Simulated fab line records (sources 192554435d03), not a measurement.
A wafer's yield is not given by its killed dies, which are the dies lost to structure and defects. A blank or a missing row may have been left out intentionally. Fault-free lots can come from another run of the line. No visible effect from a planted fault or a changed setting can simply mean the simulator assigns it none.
Matching of chambers    flow n5_finfet    N5_DUMMY_REMOVAL_HM_STRIP_01 on rie_diel-03: 4 sister chambers
The step strips SiNx in CH3F/O2, stops on poly-Si, target depth 4 nm, time 6.8 s. 8 wafers are shown with their chamber, then 8 later ones without.

== EACH WAFER AND ITS CHAMBER ==
wafer   chamber  throttle_valve_pct (%)  showerhead_plenum_p_Torr (Torr)
L087.1  3        15.95                   2.14
L087.2  2        16.46                   2.00
L087.6  1        16.39                   2.09
L090.4  2        16.46                   1.99
L091.2  0        16.20                   1.92
L091.4  3        15.94                   2.14
L091.6  1        16.40                   2.08
L095.2  0        16.20                   1.91

== WAFERS WHOSE CHAMBER IS MISSING ==
wafer   throttle_valve_pct (%)  showerhead_plenum_p_Torr (Torr)
L095.3  16.48                   1.99
L095.4  15.97                   2.13
L096.3  16.47                   1.99
L096.4  15.97                   2.13
L096.5  16.41                   2.08
L097.2  16.19                   1.91
L097.3  15.97                   2.13
L097.4  16.49                   1.99

== THE CHAMBER EACH PASSED THROUGH ==
wafer   from the rows above  in truth
L095.3  2                    2
L095.4  3                    3
L096.3  2                    2
L096.4  3                    3
L096.5  1                    1
L097.2  0                    0
L097.3  3                    3
L097.4  2                    2
8 of 8 placed correctly. Can't be placed from these rows: 0. Number placed wrongly: 0.
How it was worked out, from the rows above alone: a wafer's distance from a chamber is the root of the sum, over the readings, of the square of ((its reading less the chamber's mean) divided by the reading's scatter). The wafer belongs to the nearest chamber; if the next one is less than 2 further off, it can't be placed. The mean given for a chamber averages the wafers shown for that chamber. The scatter: the root of (the sum of the squares of (reading less its chamber's mean) over the shown wafers, divided by (wafers less chambers)).
